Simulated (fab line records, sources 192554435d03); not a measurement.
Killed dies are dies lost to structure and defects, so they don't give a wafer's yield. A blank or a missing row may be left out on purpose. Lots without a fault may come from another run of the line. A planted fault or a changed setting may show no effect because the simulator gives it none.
Chamber matching | flow n5_finfet | N5_STI_FIN_REVEAL_ALD_00 on ald_sin-01: 4 sister chambers
The step deposits SiO2, target thk 1 nm, pulse time 1 s. 4 wafers are shown with their chamber, then 12 later ones without.

WAFERS WITH THEIR CHAMBER
wafer  | chamber | heater_power_w (W)
L085.1 | 2       | 463
L085.2 | 1       | 474
L085.5 | 3       | 441
L085.6 | 0       | 541

WAFERS WITHOUT THEIR CHAMBER
wafer  | heater_power_w (W)
L086.2 | 482
L086.3 | 448
L086.4 | 540
L087.1 | 443
L087.3 | 471
L087.5 | 532
L095.2 | 530
L095.5 | 477
L095.6 | 436
L096.3 | 479
L096.5 | 490
L096.6 | 480

WHICH CHAMBER EACH WENT THROUGH
wafer  | from the rows above     | in truth
L086.2 | can't be placed: 1 or 2 | 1
L086.3 | can't be placed: 3 or 2 | 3
L086.4 | 0                       | 0
L087.1 | 3                       | 3
L087.3 | can't be placed: 1 or 2 | 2
L087.5 | 0                       | 0
L095.2 | 0                       | 0
L095.5 | can't be placed: 1 or 2 | 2
L095.6 | 3                       | 3
L096.3 | can't be placed: 1 or 2 | 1
L096.5 | can't be placed: 1 or 2 | 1
L096.6 | can't be placed: 1 or 2 | 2
Placed correctly: 5 of 12. Can't be placed from these rows: 7 (the true chamber is among the candidates in 7). Placed wrongly: 0.
How it was worked out, from the rows above alone: a wafer's distance from a chamber is the root of the sum, over the readings, of the square of ((its reading less the chamber's mean) divided by the reading's scatter). The wafer belongs to the nearest chamber; if the next one is less than 2 further off, it can't be placed. A chamber's mean is the mean of its shown wafers. The scatter: with one shown wafer a chamber, the root of the mean of the squares of how far each hidden wafer lies from its nearest shown one.
